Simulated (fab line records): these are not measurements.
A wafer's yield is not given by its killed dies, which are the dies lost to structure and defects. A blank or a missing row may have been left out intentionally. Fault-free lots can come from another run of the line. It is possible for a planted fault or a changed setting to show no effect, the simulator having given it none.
Chamber matching	flow nand_harc	NHARC_A_BLC_ALD_23 on ald_metal-02 has 4 sister chambers
The step deposits TiN, target thk 3 nm, pulse time 1 s, ald cycles 150. 4 wafers are shown with their chamber, then 12 later ones without.

== WAFERS WITH THEIR CHAMBER ==
wafer	chamber	heater_power_w (W)
L089.6	2	1023
L090.1	1	1059
L090.2	0	1401
L090.3	3	1129

== WAFERS WITH NO CHAMBER GIVEN ==
wafer	heater_power_w (W)
L090.4	1005
L090.5	1410
L090.6	1053
L093.2	1034
L093.3	1403
L093.6	1041
L096.2	993
L096.3	1148
L096.4	1057
L097.1	1061
L097.2	1020
L097.5	1143

== WHICH CHAMBER EACH WENT THROUGH ==
wafer	from the rows above	in truth
L090.4	2	2
L090.5	0	0
L090.6	can't be placed: 1 or 2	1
L093.2	can't be placed: 2 or 1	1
L093.3	0	0
L093.6	can't be placed: 1 or 2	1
L096.2	2	2
L096.3	3	3
L096.4	1	1
L097.1	1	1
L097.2	2	2
L097.5	3	3
Correctly placed: 9 of 12. These rows do not allow placing 3 (true chamber among the candidates in 3). Placed wrongly: 0.
How it was worked out, from the rows above alone: a wafer's distance from a chamber is the root of the sum, over the readings, of the square of ((its reading less the chamber's mean) divided by the reading's scatter). The wafer belongs to the nearest chamber; if the next one is less than 2 further off, it can't be placed. The mean given for a chamber averages the wafers shown for that chamber. The scatter (one wafer shown for each chamber): square how far every hidden wafer sits from the nearest shown wafer, average those squares and take the square root.
